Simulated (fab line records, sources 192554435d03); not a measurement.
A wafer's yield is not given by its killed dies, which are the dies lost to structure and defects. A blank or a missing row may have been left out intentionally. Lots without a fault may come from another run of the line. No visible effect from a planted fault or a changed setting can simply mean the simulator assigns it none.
Chamber matching | flow n5Finfet | rieSi-06 running N5_SD_EPI_P_SD_RECESS_17: 4 sister chambers
The step chemistry HBr/Cl2/O2, target depth 39.1 nm, bt time 3 s. 14 wafers are shown with their chamber, then 7 later ones without.

WAFERS PAIRED WITH THEIR CHAMBERS
wafer  | chamber | throttleValvePct (%) | drypumpMotorCurrentA (A) | oesProductAu (a.u.)
L150.3 | 0       | 36.70                | 5.4                      | 0.978
L150.5 | 1       | 36.80                | 6.0                      | 0.975
L150.6 | 2       | 37.28                | 5.1                      | 0.981
L153.1 | 1       | 36.80                | 6.0                      | 0.983
L153.4 | 3       | 37.30                | 5.5                      | 0.994
L154.4 | 2       | 37.29                | 5.2                      | 0.983
L154.6 | 3       | 37.29                | 5.5                      | 0.996
L156.1 | 3       | 37.31                | 5.5                      | 1.001
L156.4 | 2       | 37.27                | 5.2                      | 0.982
L166.1 | 2       | 37.29                | 5.2                      | 0.981
L166.4 | 0       | 36.69                | 5.4                      | 0.975
L166.5 | 1       | 36.79                | 6.0                      | 0.990
L167.1 | 1       | 36.80                | 6.0                      | 0.982
L167.4 | 3       | 37.30                | 5.6                      | 1.002

SIGNATURES (averages over the wafers above)
reading              | chamber 0 | chamber 1 | chamber 2 | chamber 3 | scatter within a chamber
throttleValvePct     | 36.6950   | 36.7975   | 37.2825   | 37.3000   | 0.00775
drypumpMotorCurrentA | 5.400     | 6.000     | 5.175     | 5.525     | 0.0387
oesProductAu         | 0.97650   | 0.98250   | 0.98175   | 0.99825   | 0.00406
Rule: for each reading, subtract the chamber's mean from the wafer's reading, divide by that reading's scatter and square the result; add these up over the readings and take the root, which gives the wafer's distance from the chamber. The wafer belongs to the nearest chamber; if the next one is less than 2 further off, it can't be placed. The scatter is the square root of a quotient: the sum, over the shown wafers, of each reading's squared deviation from its chamber's mean, divided by wafers minus chambers.

WAFERS MISSING THEIR CHAMBER
wafer  | throttleValvePct (%) | drypumpMotorCurrentA (A) | oesProductAu (a.u.)
L167.5 | 36.69                | 5.4                      | 0.984
L168.1 | 36.81                | 6.0                      | 0.994
L168.4 | 37.30                | 5.5                      | 1.004
L168.6 | 37.28                | 5.5                      | 1.000
L172.2 | 36.67                | 5.5                      | 0.981
L172.4 | 37.31                | 5.6                      | 1.001
L172.6 | 36.67                | 5.5                      | 0.982

CHAMBER TAKEN BY EACH
wafer  | from the rows above | in truth
L167.5 | 0                   | 0
L168.1 | 1                   | 1
L168.4 | 3                   | 3
L168.6 | 3                   | 3
L172.2 | 0                   | 0
L172.4 | 3                   | 3
L172.6 | 0                   | 0
Correct placement for 7 of the 7. Can't be placed from these rows: 0. Number placed wrongly: 0.
